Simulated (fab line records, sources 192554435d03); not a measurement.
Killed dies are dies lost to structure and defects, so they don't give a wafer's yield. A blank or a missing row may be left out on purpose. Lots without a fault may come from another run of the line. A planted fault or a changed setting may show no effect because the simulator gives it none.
fab line records | flow n5_finfet
record lots=9 wafers=27 last_day=20
route steps=1938 shown BEOL_M4@1111 BEOL_M15@1773 MIM_BOT_ETCH@1867 PASSIVATION@1936
lots that met no fault: from a run of the same line without faults
start_h: hours from the record's first day to the start of the lot's first wafer shown | wait_h: hours since the lot's step before | " the same as in the row above | L1.1+2: a row that stands for several wafers | - no value, or no start given | * or withheld: withheld | < > ~ a bound
route shown NAME@n: a module of which the file shows steps, and the number in the route of the first | usual: mean/standard deviation of fault-free wafers | same: alike in all rows | chamber/n: place in a boat | sites: the reading at each site | _std_site: their standard deviation | _edge_site: outer sites' mean less inner sites' | radius_mm: how far each site lies from the wafer's centre | mask NAME#n: copy n | behind: the tool/chamber that last shaped the wafer | hold: why the lot was held/for how many hours/how that ended | device: the transistor (n, p or np) that didn't switch | end of line: the same wafers' tests at the end of the route | a step without rows: its recipe alone | killed: dies lost to structure and defects at the first sort, not the wafer's yield | map: a wafer's dies, x killed, . not, _ none there
set.NAME: the setting as run; set.NAME@STEP: as run at that earlier step | model.NAME: the simulator's own value behind a step, which no gauge read
steps of the route over a sample of lots; a table a step, a row a wafer
services: from which hour (start_h, from the record's first day; less than 0 if before it) a tool's chamber was out of use, for how many hours, and why
## steps
# step N5_BEOL_M4_RC_MEAS_101
# usual DIBL_N=36.6/1.1 DIBL_P=36.8/1.6 IOFF_N=0.169/0.024 IOFF_P=0.206/0.028 ION_N=679/9.2 ION_P=462/7 SS_N=71.6/0.57 SS_P=73.3/0.57 VT_N=248.8/2.4 VT_P=-251/3
# columns lot.wafer tool chamber start_h wait_h DIBL_N[mV/V] DIBL_P[mV/V] IOFF_N[nA/um] IOFF_P[nA/um] ION_N[uA/um] ION_P[uA/um] SS_N[mV/dec] SS_P[mV/dec] VT_N[mV] VT_P[mV]
L284.1 prober-01 0 201.25 0.0 36.0 36.4 0.155 0.200 667 450 71.4 73.4 250.5 -254
L284.4 " 0 " " 36.7 37.5 0.184 0.223 683 461 72.0 72.9 245.8 -250
L284.5 " 0 " " 35.0 34.9 0.150 0.181 666 451 70.9 73.3 249.7 -256
L286.1 prober-01 0 224.32 0.0 35.8 35.8 0.138 0.190 671 462 71.0 73.5 252.2 -252
L286.4 " 0 " " 36.5 37.8 0.158 0.219 678 464 70.8 73.9 248.2 -252
L286.5 " 0 " " 36.6 37.3 0.155 0.197 674 463 70.9 72.4 248.5 -253
L290.1 prober-01 0 229.78 0.0 35.9 35.2 0.157 0.194 667 455 71.5 74.3 252.4 -250
L290.4 " 0 " " 34.6 34.0 0.146 0.183 668 458 71.5 73.1 249.2 -252
L290.5 " 0 " " 35.4 35.5 0.165 0.200 667 457 72.4 73.9 248.4 -252
L289.2 prober-01 0 233.59 0.2 37.4 38.7 0.190 0.251 677 464 71.4 73.9 244.4 -251
L289.3 " 0 " " 38.6 38.5 0.212 0.245 680 461 72.2 74.0 247.3 -246
L289.6 " 0 " " 37.8 38.2 0.190 0.239 691 466 71.9 74.2 246.7 -249
L294.3 prober-01 0 264.19 0.3 36.8 36.2 0.164 0.212 688 469 71.3 73.0 247.4 -251
L294.4 " 0 " " 38.2 37.8 0.193 0.240 694 473 71.7 74.0 246.7 -249
L294.5 " 0 " " 36.5 35.4 0.152 0.204 671 458 71.6 73.1 248.8 -250
L298.3 prober-02 0 278.14 0.3 35.7 36.9 0.147 0.177 676 460 71.2 73.3 253.7 -254
L298.4 " 0 " " 34.5 35.6 0.123 0.160 658 450 70.6 73.3 254.6 -257
L298.6 " 0 " " 37.8 39.1 0.188 0.206 668 453 71.7 73.9 247.8 -254
L303.2 prober-02 0 316.62 0.2 36.3 37.4 0.169 0.221 673 466 71.8 73.9 249.2 -247
L303.4 " 0 " " 35.4 36.6 0.160 0.210 678 466 72.1 73.6 249.0 -251
L303.5 " 0 " " 35.3 36.5 0.150 0.212 672 466 72.1 73.2 253.6 -251
L304.1 prober-02 0 339.08 0.0 35.1 35.8 0.150 0.162 672 450 71.7 73.1 249.1 -257
L304.3 " 0 " " 35.8 37.0 0.165 0.175 675 447 71.1 73.6 247.9 -255
L304.6 " 0 " " 36.7 37.9 0.179 0.186 685 456 71.0 74.1 247.0 -256
L306.1 prober-02 0 349.03 0.0 35.9 36.9 0.140 0.171 673 455 70.7 72.8 255.4 -252
L306.2 " 0 " " 36.3 37.3 0.143 0.179 675 460 71.4 72.9 252.2 -253
L306.5 " 0 " " 37.0 38.6 0.157 0.190 675 461 71.6 72.7 250.8 -252
# step N5_BEOL_M15_ILD_DEP_00
# recipe material=SiO2 target_thk_a=16293 temp_c=400 precursor=TEOS/O2 pressure_torr=6.5 rf_w=900 teos_flow_sccm=161.4 gas=O2 flow_sccm=2650 time_s=346.1
# usual chamber_pressure_Torr=6.497/0.013 heater_power_w=508/73 showerhead_plenum_p_Torr=8.335/0.029 throttle_valve_pct=18.8/1.1
# columns lot.wafer tool chamber start_h wait_h chamber_pressure_Torr heater_power_w showerhead_plenum_p_Torr throttle_valve_pct
L284.1 pecvd-03 1 301.93 0.0 6.499 461 8.307 18.0
L284.4 " 1 " " 6.510 575 8.308 18.0
L284.5 " 2 " " 6.490 403 8.277 18.6
L289.2 pecvd-02 2 319.97 0.0 6.485 455 8.337 18.8
L289.3 " 1 " " 6.488 400 8.322 18.1
L289.6 " 1 " " 6.502 508 8.332 18.3
L290.1 pecvd-02 0 320.40 0.0 6.503 566 8.381 18.3
L290.4 " 0 " " 6.507 667 8.368 18.4
L290.5 " 2 " " 6.497 404 8.321 18.9
L286.1 pecvd-03 1 323.95 0.0 6.500 465 8.313 17.8
L286.4 " 1 " " 6.496 563 8.318 18.1
L286.5 " 0 " " 6.507 429 8.349 19.5
L294.3 pecvd-03 2 355.83 0.0 6.513 429 8.295 18.6
L294.4 " 1 " " 6.490 433 8.293 18.0
L294.5 " 2 " " 6.508 531 8.294 18.7
L298.3 pecvd-01 1 361.97 0.0 6.498 585 8.336 21.3
L298.4 " 1 " " 6.496 459 8.309 21.1
L298.6 " 0 " " 6.503 534 8.335 18.8
L303.2 pecvd-01 2 404.41 0.0 6.496 540 8.369 17.7
L303.4 " 0 " " 6.510 401 8.344 19.2
L303.5 " 1 " " 6.485 598 8.336 21.3
L304.1 pecvd-02 2 421.89 0.0 6.493 526 8.323 19.1
L304.3 " 0 " " 6.508 659 8.397 18.4
L304.6 " 1 " " 6.498 519 8.330 18.1
L306.1 pecvd-01 1 444.65 0.0 6.502 606 8.340 21.5
L306.2 " 0 " " 6.528 537 8.317 19.2
L306.5 " 0 " " 6.505 402 8.325 19.1
# step N5_BEOL_M15_SPUTTER_44
# recipe material=Ta target_thk_a=150 temp_c=50 bias_v=80 power_w=15000 chamber_pressure_pa=0.07 time_s=24.19
# usual cathode_dc_power_W=15000/2.8 throttle_valve_pct=30.6/0.64
# columns lot.wafer tool chamber start_h wait_h cathode_dc_power_W throttle_valve_pct
L284.1 pvd_sputter-02 - 308.68 0.0 15001 30.5
L284.4 " - " " 15000 29.7
L284.5 " - " " 15001 30.0
L289.2 pvd_sputter-03 - 323.90 0.0 15001 30.1
L289.3 " - " " 15001 29.8
L289.6 " - " " 15004 30.5
L290.1 pvd_sputter-01 - 326.05 0.0 15000 31.2
L290.4 " - " " 15004 31.8
L290.5 " - " " 15001 31.4
L286.1 pvd_sputter-02 - 329.01 0.0 15005 30.2
L286.4 " - " " 14999 29.7
L286.5 " - " " 15001 30.9
L294.3 pvd_sputter-01 - 360.57 0.0 14998 31.9
L294.4 " - " " 14992 30.4
L294.5 " - " " 14999 30.0
L298.3 pvd_sputter-01 - 365.58 0.0 14996 31.6
L298.4 " - " " 15003 31.8
L298.6 " - " " 14997 30.3
L303.2 pvd_sputter-01 - 407.78 0.0 15002 30.2
L303.4 " - " " 15003 31.9
L303.5 " - " " 14997 30.5
L304.1 pvd_sputter-02 - 425.94 0.0 15003 30.8
L304.3 " - " " 15003 30.4
L304.6 " - " " 15001 29.7
L306.1 pvd_sputter-01 - 450.37 0.0 14992 31.4
L306.2 " - " " 14999 30.7
L306.5 " - " " 15001 31.0
# step N5_MIM_BOT_ETCH_ETCH_03
# recipe chemistry=Cl2/BCl3 target_depth_a=120 pressure_mtorr=8 icp_w=800 bias_w=100 Cl2_flow_sccm=20 bcl3_flow_sccm=80
# usual drypump_motor_current_A=5.7/0.41 oes_product_au=0.80/0.075 rf_fwd_power_W=796/3.1 throttle_valve_pct=27.52/0.18
# columns lot.wafer tool chamber start_h wait_h drypump_motor_current_A oes_product_au rf_fwd_power_W rf_hours_counter_h throttle_valve_pct
L284.1 rie_metal-03 0 316.15 0.1 5.0 0.76 799 49 27.84
L284.4 " 1 " " 5.8 0.76 793 - 27.57
L284.5 " 1 " " 5.8 0.75 792 - 27.55
L289.2 rie_metal-03 0 329.79 0.1 4.9 0.76 796 50 27.85
L289.3 " 0 " " 5.0 0.76 793 - 27.86
L289.6 " 1 " " 5.8 0.74 790 - 27.55
L290.1 rie_metal-03 0 332.52 0.1 4.9 0.76 797 50 27.84
L290.4 " 1 " " 5.8 0.76 792 - 27.53
L290.5 " 1 " " 5.8 0.76 794 - 27.54
L286.1 rie_metal-03 1 335.15 0.1 5.9 0.75 792 61 27.55
L286.4 " 1 " " 5.8 0.74 791 - 27.55
L286.5 " 0 " " 4.9 0.76 796 - 27.84
L294.3 rie_metal-03 1 366.92 0.1 5.8 0.74 788 - 27.56
L294.4 " 0 " " 4.9 0.75 800 - 27.85
L294.5 " 0 " " 4.9 0.75 795 - 27.88
L298.3 rie_metal-01 0 370.81 0.1 5.5 0.83 795 - 27.48
L298.4 " 1 " " 6.2 0.89 798 - 27.29
L298.6 " 0 " " 5.6 0.83 797 - 27.50
L303.2 rie_metal-01 0 414.81 0.1 5.6 0.82 794 28 27.51
L303.4 " 1 " " 6.2 0.87 795 - 27.31
L303.5 " 1 " " 6.2 0.87 797 - 27.30
L304.1 rie_metal-02 0 432.38 0.1 6.0 0.80 799 38 27.44
L304.3 " 0 " " 6.0 0.80 797 - 27.43
L304.6 " 0 " " 6.0 0.81 797 - 27.46
L306.1 rie_metal-03 0 457.43 0.1 5.0 0.74 798 61 27.88
L306.2 " 1 " " 5.9 0.72 789 71 27.58
L306.5 " 1 " " 5.9 0.72 789 - 27.58
# step N5_MIM_BOT_ETCH_ETCH_00
# recipe chemistry=Cl2/BCl3 target=TiN target_depth_a=455 ion_energy_ev=150 pressure_mtorr=10 icp_w=1000 bias_w=126 Cl2_flow_sccm=53.25 bcl3_flow_sccm=21.75 Ar_flow_sccm=25
# usual drypump_motor_current_A=5.7/0.41 oes_ar_750_au=0.80/0.08 oes_product_au=0.80/0.075 rf_fwd_power_W=995/3.9 throttle_valve_pct=21.89/0.16
# columns lot.wafer tool chamber start_h wait_h drypump_motor_current_A oes_ar_750_au oes_product_au rf_fwd_power_W rf_hours_counter_h throttle_valve_pct
L284.1 rie_metal-03 0 316.24 0.1 4.9 0.78 0.77 998 49 22.18
L284.4 " 1 " " 5.8 0.74 0.76 986 - 21.83
L284.5 " 1 " " 5.8 0.73 0.76 992 - 21.84
L289.2 rie_metal-03 0 329.88 0.1 4.9 0.77 0.76 997 50 22.20
L289.3 " 0 " " 4.9 0.78 0.76 1000 - 22.18
L289.6 " 1 " " 5.9 0.73 0.76 989 - 21.85
L290.1 rie_metal-03 0 332.61 0.1 4.9 0.57 0.67 758 50 22.35
L290.4 " 1 " " 5.8 0.73 0.76 989 - 21.84
L290.5 " 1 " " 5.8 0.73 0.75 989 - 21.84
L286.1 rie_metal-03 1 335.24 0.1 5.8 0.73 0.76 992 61 21.84
L286.4 " 1 " " 5.9 0.73 0.75 989 - 21.86
L286.5 " 0 " " 4.9 0.56 0.66 760 - 22.39
L294.3 rie_metal-03 1 367.02 0.1 5.9 0.72 0.74 994 - 21.87
L294.4 " 0 " " 4.9 0.56 0.65 757 - 22.39
L294.5 " 0 " " 4.9 0.56 0.65 753 - 22.38
L298.3 rie_metal-01 0 370.94 0.1 5.6 0.84 0.84 994 - 21.93
L298.4 " 1 " " 6.1 0.90 0.91 999 - 21.68
L298.6 " 0 " " 5.6 0.84 0.85 993 - 21.92
L303.2 rie_metal-01 0 414.90 0.1 5.5 0.82 0.81 998 28 21.95
L303.4 " 1 " " 6.2 0.88 0.87 998 - 21.70
L303.5 " 1 " " 6.2 0.87 0.87 995 - 21.72
L304.1 rie_metal-02 0 432.56 0.1 6.0 0.79 0.81 993 38 21.84
L304.3 " 0 " " 6.0 0.79 0.81 994 - 21.85
L304.6 " 0 " " 6.0 0.79 0.81 992 - 21.82
L306.1 rie_metal-03 0 457.52 0.1 4.9 0.74 0.73 997 61 22.21
L306.2 " 1 " " 5.9 0.71 0.73 982 71 21.89
L306.5 " 1 " " 5.8 0.71 0.73 985 - 21.88
# step N5_PASSIVATION_PROBE_49
# usual defect_limited_yield=91.1/1.5 killed_at_M0_to_M3=36/11 killed_at_M4_up=14/5.6 killed_at_contacts=11/5.6 killed_at_front_end=40/12 killed_at_other=4/3.2 killed_dies=105/17 killed_open=69/12 killed_short=34/8.4 sort_bin_5_function=5.2/0.95 sort_bin_6_memory=3.3/0.63 sort_n_pass=1075/17 sort_yield_pct=91.1/1.5
# same gross_dies=1180 killed_at_back_side=0 sort_bin_4_leakage[%]=0 sort_bin_8_speed[%]=0
# columns lot.wafer tool chamber start_h wait_h defect_limited_yield[%] killed_at_M0_to_M3 killed_at_M4_up killed_at_contacts killed_at_front_end killed_at_other killed_dies killed_open killed_short sort_bin_5_function[%] sort_bin_6_memory[%] sort_n_pass sort_yield_pct[%]
L290.1 prober-01 - 343.21 0.0 88.0 51 14 12 44 21 142 77 50 7.3 4.3 1038 88.0
L290.4 prober-01 - 343.36 0.2 91.4 49 8 10 29 6 102 64 37 5.5 2.9 1078 91.4
L290.5 prober-01 - 343.41 0.2 91.2 33 14 11 41 5 104 67 37 4.9 3.6 1076 91.2
L286.1 prober-01 - 345.18 0.0 92.1 25 13 13 39 3 93 62 31 4.6 3.1 1087 92.1
L286.4 prober-01 - 345.33 0.2 93.8 24 9 7 30 3 73 46 26 4.2 1.8 1107 93.8
L286.5 prober-01 - 345.38 0.2 82.0 32 11 9 21 139 212 49 27 15.1 2.5 968 82.0
L294.3 prober-01 - 383.49 0.1 89.0 60 11 8 47 4 130 95 31 6.0 4.1 1050 89.0
L294.4 prober-01 - 383.54 0.2 87.0 34 6 19 37 57 153 71 31 9.7 2.9 1027 87.0
L294.5 prober-01 - 383.59 0.2 84.7 48 8 8 35 81 180 71 31 12.5 2.6 1000 84.7
# killed by level:class
L290.1 BEOL_M0_SAQP:geometric_particle:short=16 MIM_BOT_ETCH:area_etch=14 BEOL_M3:geometric_particle:open=11 STI_FIN_REVEAL:geometric_particle:open=10 MOL_CONTACT_COAG:geometric_particle:open=9 BEOL_M0_SAQP:geometric_particle:open=8 FIN_SAQP:geometric_particle:open=7 BEOL_M3:geometric_particle:short=7
L290.4 BEOL_M1:geometric_particle:open=14 MOL_CONTACT_COAG:geometric_particle:open=8 BEOL_M2:geometric_particle:open=7 BEOL_M0_SAQP:geometric_particle:open=7 BEOL_M0_SAQP:geometric_particle:short=7 FIN_SAQP:geometric_particle:open=6 STI_FIN_REVEAL:geometric_particle:open=6 BEOL_M1:geometric_particle:short=5
L290.5 BEOL_M1:geometric_particle:open=9 STI_FIN_REVEAL:geometric_particle:open=9 BEOL_M0_SAQP:geometric_particle:short=9 DUMMY_GATE:geometric_particle:open=7 MOL_CONTACT_COAG:geometric_particle:open=7 FIN_SAQP:geometric_particle:open=5 BEOL_M6:geometric_particle:open=5 BEOL_M2:geometric_particle:open=5
L286.1 FIN_SAQP:geometric_particle:short=13 MOL_CONTACT_COAG:geometric_particle:open=12 BEOL_M0_SAQP:geometric_particle:open=8 STARTING-WAFER:geometric_particle:open=6 FIN_SAQP:geometric_particle:open=5 BEOL_M3:geometric_particle:open=5 BEOL_M2:geometric_particle:open=5 BEOL_M4:geometric_particle:open=5
L286.4 FIN_SAQP:geometric_particle:open=9 STI_FIN_REVEAL:geometric_particle:open=7 MOL_CONTACT_COAG:geometric_particle:open=7 BEOL_M0_SAQP:geometric_particle:short=5 FIN_SAQP:geometric_particle:short=4 GATE_CUT:geometric_particle:short=4 BEOL_M0_SAQP:geometric_particle:open=4 BEOL_M1:geometric_particle:open=4
L286.5 MIM_BOT_ETCH:area_etch=135 BEOL_M2:geometric_particle:open=10 MOL_CONTACT_COAG:geometric_particle:open=9 BEOL_M0_SAQP:geometric_particle:open=8 BEOL_M0_SAQP:geometric_particle:short=7 BEOL_M4:geometric_particle:open=6 FIN_SAQP:geometric_particle:short=4 FIN_SAQP:geometric_particle:open=3
L294.3 BEOL_M2:geometric_particle:open=14 FIN_SAQP:geometric_particle:open=12 BEOL_M1:geometric_particle:open=10 STI_FIN_REVEAL:geometric_particle:open=9 BEOL_M0_SAQP:geometric_particle:open=9 BEOL_M0:geometric_particle:open=9 MOL_CONTACT_COAG:geometric_particle:open=8 FIN_SAQP:geometric_particle:short=7
L294.4 MIM_BOT_ETCH:area_etch=51 MOL_CONTACT_COAG:geometric_particle:open=14 STI_FIN_REVEAL:geometric_particle:open=12 FIN_SAQP:geometric_particle:open=8 BEOL_M2:geometric_particle:open=8 BEOL_M0:geometric_particle:open=6 MOL_CONTACT_COAG:geometric_particle:short=5 BEOL_M3:geometric_particle:open=5
L294.5 MIM_BOT_ETCH:area_etch=77 FIN_SAQP:geometric_particle:open=10 BEOL_M3:geometric_particle:open=10 BEOL_M0:geometric_particle:open=8 BEOL_M1:geometric_particle:open=7 MOL_CONTACT_COAG:geometric_particle:open=7 BEOL_M2:geometric_particle:open=7 FIN_SAQP:geometric_particle:short=5
## services
# columns tool chamber start_h hours kind
pecvd-03 2 281.38 5.5 scheduled_down
pvd_sputter-02 - 295.39 5.2 repair
pecvd-03 0 296.00 7.2 repair
rie_metal-03 - 304.74 1.1 repair
rie_metal-02 - 314.59 0.5 repair
pecvd-03 2 318.15 4.3 repair
rie_metal-02 - 332.92 2.8 pm
pecvd-01 0 353.33 2.1 scheduled_down
pecvd-03 - 363.53 2.8 pm
pvd_sputter-02 - 366.81 8.6 repair
pecvd-03 0 370.12 2.1 scheduled_down
pecvd-01 1 370.45 5.5 scheduled_down
pvd_sputter-02 - 396.80 1.1 repair
rie_metal-02 0 406.10 3.3 repair
rie_metal-02 1 410.05 - clean
rie_metal-02 1 410.05 24.8 scheduled_down
rie_metal-02 1 410.05 24.8 vent_cycle
rie_metal-02 - 410.31 0.1 repair
pecvd-01 - 411.46 2.8 pm
pecvd-03 2 425.87 28.7 repair
## key
first_sign step=N5_MIM_BOT_ETCH_ETCH_00 reading=rf_fwd_power_W direction=down sigmas=61 usual=* struck=*
effect step=N5_MIM_BOT_ETCH_ETCH_00 reading=oes_ar_750_au direction=down sigmas=2.9 usual=0.80 struck=0.56
effect step=N5_PASSIVATION_PROBE_49 reading=killed_at_other direction=up sigmas=22 usual=4 struck=74
more_kills_born_at N5_MIM_BOT_ETCH_ETCH_00@rie_metal-03=277
met_at N5_MIM_BOT_ETCH_ETCH_00
struck_lots L286,L290,L294
struck_wafers L286.5,L290.1,L294.4,L294.5
not_acting_at N5_BEOL_M15_ILD_DEP_00,N5_BEOL_M15_SPUTTER_44,N5_MIM_BOT_ETCH_ETCH_03
onset_between 329.88 332.61
fault kind=process_parameter_drift tool=rie_metal-03 chamber=0 onset_h=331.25 steps=N5_MIM_BOT_ETCH_ETCH_00 channel=icp_w offset=-240 shape=step end_h=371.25 acts_in=these_recipes_only stated=1000
